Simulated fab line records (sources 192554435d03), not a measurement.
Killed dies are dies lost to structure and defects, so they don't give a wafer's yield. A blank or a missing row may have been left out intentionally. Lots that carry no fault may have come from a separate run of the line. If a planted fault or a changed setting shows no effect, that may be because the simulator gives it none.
fab line records -- flow n5Finfet
record: lots: 6, wafers: 18, lastDay: 15
route steps=1938 shown STI_FIN_REVEAL@203 DUMMY_GATE@212 BEOL_M4@1111
lots that met no fault: from a run of the same line without faults
startH: start of the lot's first displayed wafer, in hours after the record's first day -- waitH: hours since the lot's step before -- " as in the row above -- L1.1+2: a row that stands for several wafers -- - value missing, or start not given -- * or withheld: withheld -- < > ~ a bound
route shown NAME@n: a module of which the file shows steps, and the number in the route of the first -- usual: average and standard deviation across the fault-free wafers -- same: alike in all rows -- chamber/n: place in a boat -- sites: readings site by site -- _std_site: standard deviation across them -- _edge_site: mean of outer sites minus mean of inner sites -- radiusMm: how far each site lies from the wafer's centre -- mask NAME#n: copy n -- behind: the tool/chamber that last shaped the wafer -- hold: what put the lot on hold/how long, in hours/how the hold closed -- device: the n, p or np transistor that did not switch -- end of line: the tests these same wafers got at the end of their route -- step lacking rows: just its recipe -- killed: dies that structure and defects cost at the first sort, which is not the same as the wafer's yield -- map: shows each die of a wafer: x if killed, . if not, _ if none is there
set.NAME: the setting as run; set.NAME@STEP: as run at that earlier step -- model.NAME: the simulator's own value behind a step, which no gauge read
lots seen at some steps along the route; tables by step, rows by wafer
services: from which hour (startH, from the record's first day; less than 0 if before it) a tool's chamber was out of use, for how many hours, and why
== steps ==
step: N5_STI_FIN_REVEAL_SRD_21
recipe: dry: ipaMarangoni, timeS: 30, tempC: 23, rinseLiquid: diw
step: N5_STI_FIN_REVEAL_OXIDATION_33
recipe: chemistry: O2_PLASMA_REMOTE, tempC: 150, timeS: 20, pressureMtorr: 1000, sourcePowerW: 2000, o2FlowSccm: 3000
usual: drypumpMotorCurrentA: 5.7/0.62, heaterPowerW: 136/9.9
lot.wafer,tool,chamber,startH,waitH,drypumpMotorCurrentA,heaterPowerW,rfHoursCounterH
L559.3,plasmaAsher-01,0,51.49,0.0,5.2,132,-
L559.5,plasmaAsher-01,0,51.49,0.0,5.2,133,-
L559.6,plasmaAsher-01,1,51.49,0.0,6.3,147,-
L561.1,plasmaAsher-02,0,61.60,0.0,4.9,123,71
L561.2,plasmaAsher-02,1,61.60,0.0,6.4,131,71
L561.4,plasmaAsher-02,0,61.60,0.0,4.9,121,-
L565.2,plasmaAsher-01,1,89.04,0.0,6.3,147,40
L565.3,plasmaAsher-01,0,89.04,0.0,5.2,136,-
L565.5,plasmaAsher-01,1,89.04,0.0,6.3,149,-
L568.1,plasmaAsher-02,1,105.95,0.0,6.5,136,80
L568.3,plasmaAsher-02,1,105.95,0.0,6.4,132,-
L568.4,plasmaAsher-02,0,105.95,0.0,4.9,123,-
L569.3,plasmaAsher-02,0,111.14,0.0,4.9,123,-
L569.4,plasmaAsher-02,1,111.14,0.0,6.4,131,-
L569.5,plasmaAsher-02,0,111.14,0.0,4.9,119,-
L570.1,plasmaAsher-01,1,115.76,0.0,6.3,146,46
L570.2,plasmaAsher-01,0,115.76,0.0,5.2,132,46
L570.5,plasmaAsher-01,0,115.76,0.0,5.2,135,-
step: N5_STI_FIN_REVEAL_CLEAN_19
recipe: chemistry: O3/DIW, tempC: 25, timeS: 120, o3Ppm: 10
step: N5_STI_FIN_REVEAL_SRD_23
recipe: dry: ipaMarangoni, timeS: 30, tempC: 23, rinseLiquid: diw
step: N5_STI_FIN_REVEAL_CD_MEAS_22
recipe: targetCdNm: 6.238, pitchNm: 28, polarity: line
usual: cdNm: 6.20/0.27
lot.wafer,tool,chamber,startH,waitH,cdNm
L559.3,cdSem-01,-,51.63,0.0,5.93
L559.5,cdSem-01,-,51.63,0.0,6.89
L559.6,cdSem-01,-,51.63,0.0,6.16
L561.1,cdSem-01,-,61.77,0.0,6.43
L561.2,cdSem-01,-,61.77,0.0,6.24
L561.4,cdSem-01,-,61.77,0.0,5.88
L565.2,cdSem-02,-,89.21,0.0,6.41
L565.3,cdSem-02,-,89.21,0.0,5.99
L565.5,cdSem-02,-,89.21,0.0,6.32
L568.1,cdSem-02,-,106.12,0.0,6.42
L568.3,cdSem-02,-,106.12,0.0,6.43
L568.4,cdSem-02,-,106.12,0.0,6.08
L569.3,cdSem-03,-,111.29,0.0,5.85
L569.4,cdSem-03,-,111.29,0.0,5.73
L569.5,cdSem-03,-,111.29,0.0,6.35
L570.1,cdSem-03,-,116.01,0.0,5.63
L570.2,cdSem-03,-,116.01,0.0,6.08
L570.5,cdSem-03,-,116.01,0.0,6.46
step: N5_STI_FIN_REVEAL_FIN_H_MEAS_10
usual: trenchDepthNm: 51.9/0.58
lot.wafer,tool,chamber,startH,waitH,trenchDepthNm
L559.3,ocd-01,-,51.66,0.0,52.0
L559.5,ocd-01,-,51.66,0.0,52.5
L559.6,ocd-01,-,51.66,0.0,52.1
L561.1,ocd-01,-,61.80,0.0,51.9
L561.2,ocd-01,-,61.80,0.0,52.4
L561.4,ocd-01,-,61.80,0.0,52.5
L565.2,ocd-01,-,89.24,0.0,51.6
L565.3,ocd-01,-,89.24,0.0,52.5
L565.5,ocd-01,-,89.24,0.0,52.2
L568.1,ocd-02,-,106.15,0.0,52.2
L568.3,ocd-02,-,106.15,0.0,51.8
L568.4,ocd-02,-,106.15,0.0,52.2
L569.3,ocd-02,-,111.32,0.0,51.6
L569.4,ocd-02,-,111.32,0.0,51.2
L569.5,ocd-02,-,111.32,0.0,50.8
L570.1,ocd-02,-,116.04,0.0,52.8
L570.2,ocd-02,-,116.04,0.0,52.7
L570.5,ocd-02,-,116.04,0.0,53.3
step: N5_STI_FIN_REVEAL_PRECLEAN_18
recipe: chemistry: SC2, timeS: 45, tempC: 35, mix: 1:1:50
step: N5_STI_FIN_REVEAL_SRD_28
recipe: dry: ipaMarangoni, timeS: 30, tempC: 23, rinseLiquid: diw
step: N5_STI_FIN_REVEAL_INSPECT_13
recipe: inspectInstrument: darkfield, mode: postClean
usual: rawDefectCount: 12/5.3
lot.wafer,tool,chamber,startH,waitH,rawDefectCount
L559.3,defectInspect-01,-,51.75,0.0,40
L559.5,defectInspect-01,-,51.75,0.0,11
L559.6,defectInspect-01,-,51.75,0.0,11
L561.1,defectInspect-02,-,61.88,0.0,8
L561.2,defectInspect-02,-,61.88,0.0,14
L561.4,defectInspect-02,-,61.88,0.0,9
L565.2,defectInspect-02,-,89.32,0.0,9
L565.3,defectInspect-02,-,89.32,0.0,25
L565.5,defectInspect-02,-,89.32,0.0,4
L568.1,defectInspect-02,-,106.24,0.0,12
L568.3,defectInspect-02,-,106.24,0.0,9
L568.4,defectInspect-02,-,106.24,0.0,16
L569.3,defectInspect-01,-,111.40,0.0,14
L569.4,defectInspect-01,-,111.40,0.0,15
L569.5,defectInspect-01,-,111.40,0.0,10
L570.1,defectInspect-02,-,116.13,0.0,13
L570.2,defectInspect-02,-,116.13,0.0,13
L570.5,defectInspect-02,-,116.13,0.0,9
step: N5_DUMMY_GATE_PRECLEAN_00
recipe: chemistry: O3/DIW, timeS: 60, tempC: 22, o3Ppm: 10
step: N5_DUMMY_GATE_SRD_01
recipe: timeS: 30, tempC: 23, rinseLiquid: diw, dry: ipaMarangoni
step: N5_DUMMY_GATE_ALD_02
recipe: material: SiO2, targetThkA: 20, tempC: 300, aldPrecursorFamily: BDEAS, aldCoReactant: O2-plasma, pulseTimeS: 1, pressureTorr: 2
usual: chamberPressureTorr: 2.000/0.0046, heaterPowerW: 493/50, precursorPulseHeightRel: 1.001/0.02
lot.wafer,tool,chamber,startH,waitH,chamberPressureTorr,heaterPowerW,precursorPulseHeightRel
L559.3,aldSin-02,2,52.27,0.5,2.005,397,0.978
L559.5,aldSin-02,2,52.27,0.5,2.001,407,1.014
L559.6,aldSin-02,1,52.27,0.5,2.003,581,1.006
L561.1,aldSin-03,0,61.98,0.0,1.992,513,1.027
L561.2,aldSin-03,3,61.98,0.0,2.000,470,1.005
L561.4,aldSin-03,1,61.98,0.0,2.001,575,0.998
L565.2,aldSin-04,1,90.00,0.6,2.002,433,0.988
L565.3,aldSin-04,3,90.00,0.6,2.002,433,1.010
L565.5,aldSin-04,1,90.00,0.6,1.996,436,1.015
L568.1,aldSin-02,1,106.86,0.6,2.001,567,0.976
L568.3,aldSin-02,2,106.86,0.6,1.996,400,0.989
L568.4,aldSin-02,0,106.86,0.6,1.999,501,0.965
L569.3,aldSin-04,1,112.33,0.9,1.998,436,0.967
L569.4,aldSin-04,2,112.33,0.9,1.999,484,0.971
L569.5,aldSin-04,3,112.33,0.9,1.994,429,1.010
L570.1,aldSin-04,3,116.51,0.3,2.004,442,1.021
L570.2,aldSin-04,1,116.51,0.3,1.994,438,1.029
L570.5,aldSin-04,3,116.51,0.3,1.998,433,0.978
step: N5_DUMMY_GATE_CVD_03
recipe: material: a-Si, targetThkA: 1500, tempC: 530, precursor: SiH4, timeS: 8042
usual: zonePowerLowerPct: 6.6/0.66
lot.wafer,tool,chamber,startH,waitH,zonePowerLowerPct,model.a-Si_of_DUMMY_GATE_CVD_03.thkNm
L559.3,lpcvd-02,1/75,52.38,0.1,6.4,151
L559.5,lpcvd-02,1/84,52.38,0.1,6.4,150.6
L559.6,lpcvd-02,1/89,52.38,0.1,6.4,149.2
L561.1,lpcvd-02,1/15,62.09,0.1,6.4,151.4
L561.2,lpcvd-02,1/20,62.09,0.1,6.4,151.8
L561.4,lpcvd-02,1/29,62.09,0.1,6.4,151.4
L565.2,lpcvd-01,0/20,90.11,0.1,6.5,149.6
L565.3,lpcvd-01,0/25,90.11,0.1,6.5,150.4
L565.5,lpcvd-01,0/34,90.11,0.1,6.5,150
L568.1,lpcvd-01,1/65,106.97,0.1,5.9,148.4
L568.3,lpcvd-01,1/75,106.97,0.1,5.9,148.2
L568.4,lpcvd-01,1/79,106.97,0.1,5.9,149.2
L569.3,lpcvd-01,0/25,112.43,0.1,6.5,217.6
L569.4,lpcvd-01,0/29,112.43,0.1,6.5,217.4
L569.5,lpcvd-01,0/34,112.43,0.1,6.5,217.6
L570.1,lpcvd-01,1/90,116.61,0.1,5.9,217.2
L570.2,lpcvd-01,1/95,116.61,0.1,5.9,217.4
L570.5,lpcvd-01,1/109,116.61,0.1,5.9,218.2
step: N5_DUMMY_GATE_PRECLEAN_46
recipe: chemistry: DIW, timeS: 89.5, tempC: 23
step: N5_DUMMY_GATE_SRD_47
recipe: dryTimeS: 32, dry: n2Spin, spinRpm: 1500
step: N5_DUMMY_GATE_CMP_04
recipe: material: a-Si, postCmpClean: alkalineBrush
usual: edgeZonePressureFrac: 1.000/0.0047, motorCurrentA: 10.3/1.4, slurryFilterDpKPa: 13.49/0.13, timeToEndpointS: 13.7/2
lot.wafer,tool,chamber,startH,waitH,edgeZonePressureFrac,motorCurrentA,slurryFilterDpKPa,timeToEndpointS
L559.3,cmp-02,2,56.14,0.1,0.994,9.6,13.38,15.7
L559.6,cmp-02,1,56.14,0.1,0.998,9.4,13.80,14.6
L559.5,cmp-02,2,56.14,0.1,0.994,10.2,13.72,16.0
L561.1,cmp-02,0,65.86,0.1,0.991,10.5,13.63,13.1
L561.2,cmp-02,1,65.86,0.1,1.007,9.1,13.49,12.9
L561.4,cmp-02,2,65.86,0.1,0.997,9.4,13.31,13.6
L565.3,cmp-01,0,93.84,0.0,1.001,13.2,13.47,13.9
L565.2,cmp-01,2,93.84,0.0,0.998,9.5,13.52,12.7
L565.5,cmp-01,0,93.84,0.0,0.996,12.3,13.26,15.8
L568.3,cmp-02,0,110.70,0.0,1.010,10.6,13.54,12.9
L568.4,cmp-02,1,110.70,0.0,1.009,9.1,13.50,13.6
L568.1,cmp-02,2,110.70,0.0,0.997,9.8,13.38,15.1
L569.4,cmp-02,3,116.17,0.0,1.008,7.3,13.62,22.3
L569.3,cmp-02,0,116.17,0.0,1.003,10.5,13.42,23.9
L569.5,cmp-02,3,116.17,0.0,1.004,7.6,13.43,24.6
L570.1,cmp-04,1,120.45,0.1,1.006,10.3,13.47,25.8
L570.2,cmp-04,2,120.45,0.1,0.994,11.2,13.42,26.9
L570.5,cmp-04,0,120.45,0.1,0.991,10.5,13.41,27.4
step: N5_DUMMY_GATE_THK_MEAS_05
usual: thkNm: 72.1/1
lot.wafer,tool,chamber,startH,waitH,thkNm
L559.3,filmMetro-01,-,56.36,0.2,72.7
L559.5,filmMetro-01,-,56.36,0.2,73.7
L559.6,filmMetro-01,-,56.36,0.2,73.3
L561.1,filmMetro-02,-,66.07,0.2,70.8
L561.2,filmMetro-02,-,66.07,0.2,71.4
L561.4,filmMetro-02,-,66.07,0.2,72.4
L565.2,filmMetro-01,-,94.09,0.1,71.6
L565.3,filmMetro-01,-,94.09,0.1,72.9
L565.5,filmMetro-01,-,94.09,0.1,72.9
L568.1,filmMetro-01,-,110.94,0.1,72.5
L568.3,filmMetro-01,-,110.94,0.1,70.9
L568.4,filmMetro-01,-,110.94,0.1,70.6
L569.3,filmMetro-02,-,116.41,0.2,71.5
L569.4,filmMetro-02,-,116.41,0.2,70.7
L569.5,filmMetro-02,-,116.41,0.2,72.0
L570.1,filmMetro-02,-,120.63,0.1,71.9
L570.2,filmMetro-02,-,120.63,0.1,72.5
L570.5,filmMetro-02,-,120.63,0.1,73.3
step: N5_BEOL_M4_RC_MEAS_101
usual: DIBL_N: 36.4/1.6, DIBL_P: 35.9/2, IOFF_N: 0.152/0.03, IOFF_P: 0.20/0.032, ION_N: 670/12, ION_P: 459/7.3, SS_N: 71.6/0.55, SS_P: 73.2/0.69, VT_N: 251/3.5, VT_P: -252/3.2
lot.wafer,tool,chamber,startH,waitH,DIBL_N[mV/V],DIBL_P[mV/V],IOFF_N[nA/um],IOFF_P[nA/um],ION_N[uA/um],ION_P[uA/um],SS_N[mV/dec],SS_P[mV/dec],VT_N[mV],VT_P[mV]
L559.3,prober-02,0,173.61,0.3,35.7,33.3,0.134,0.18,670,456,70.8,72.0,252,-249
L559.5,prober-02,0,173.61,0.3,39.9,37.9,0.225,0.25,694,467,72.3,73.2,243,-247
L559.6,prober-02,0,173.61,0.3,39.4,38.4,0.197,0.26,687,469,71.3,74.3,246,-248
L561.1,prober-01,0,197.22,0.0,36.4,36.4,0.154,0.19,663,452,71.6,73.3,251,-251
L561.2,prober-01,0,197.22,0.0,36.9,37.5,0.164,0.20,675,461,72.2,73.2,249,-252
L561.4,prober-01,0,197.22,0.0,36.3,35.9,0.144,0.18,674,456,71.9,72.7,254,-253
L565.2,prober-02,0,224.73,0.2,38.4,36.1,0.180,0.22,686,463,71.7,73.2,250,-253
L565.3,prober-02,0,224.73,0.2,35.3,32.6,0.123,0.17,661,459,70.9,72.8,254,-255
L565.5,prober-02,0,224.73,0.2,39.9,37.1,0.209,0.24,693,465,72.2,74.2,248,-251
L568.1,prober-02,0,240.08,0.0,38.2,38.4,0.182,0.25,685,471,71.2,74.6,246,-246
L568.3,prober-02,0,240.08,0.0,39.3,39.1,0.197,0.26,684,467,71.5,74.2,245,-245
L568.4,prober-02,0,240.08,0.0,35.4,33.5,0.122,0.17,655,453,71.2,73.1,255,-252
L570.1,prober-01,0,241.53,0.0,35.8,35.2,0.130,0.18,666,453,71.1,73.6,253,-253
L570.2,prober-01,0,241.53,0.0,36.2,35.3,0.146,0.19,666,458,72.4,73.7,251,-251
L570.5,prober-01,0,241.53,0.0,35.9,35.9,0.143,0.19,677,466,71.9,73.7,251,-251
L569.3,prober-02,0,250.04,0.3,35.4,33.6,0.131,0.17,672,457,71.5,72.7,256,-251
L569.4,prober-02,0,250.04,0.3,36.2,35.5,0.154,0.20,672,459,71.4,72.9,252,-249
L569.5,prober-02,0,250.04,0.3,36.1,35.2,0.146,0.20,671,457,71.4,73.0,253,-249
== services ==
tool,chamber,startH,hours,kind
cmp-01,-,32.36,4.0,pm
aldSin-03,-,36.08,1.5,repair
cmp-01,-,36.36,-,consumableReplace:conditioner
cmp-01,-,36.36,-,consumableReplace:pad
cmp-02,-,45.82,4.0,pm
cmp-02,-,49.82,-,consumableReplace:conditioner
cmp-02,-,49.82,-,consumableReplace:pad
aldSin-02,1,66.48,9.9,repair
cmp-02,-,68.58,5.1,pm
cmp-01,-,72.91,0.5,repair
plasmaAsher-01,-,84.24,1.7,repair
plasmaAsher-02,-,95.24,4.0,repair
cmp-04,-,99.53,13.6,pm
plasmaAsher-02,-,103.15,1.8,repair
cmp-04,-,115.44,2.3,repair
== key ==
firstSign: step: N5_DUMMY_GATE_CMP_04, reading: timeToEndpointS, direction: up, sigmas: 5.6, usual: *, struck: *
effect none on later readings
modelEffect: step: N5_DUMMY_GATE_CVD_03, value: a-Si_of_DUMMY_GATE_CVD_03.thkNm, without: 151.1, struck: 217.6
metAt N5_DUMMY_GATE_CVD_03
struckWafers L569.3,L569.4,L569.5,L570.1,L570.2,L570.5
alsoFits time
fault: kind: processParameterDrift, tool: lpcvd-01, chamber: -, onsetH: 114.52, steps: N5_DUMMY_GATE_CVD_03, channel: timeS, offset: *, shape: step, endH: 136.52, actsIn: *, stated: *
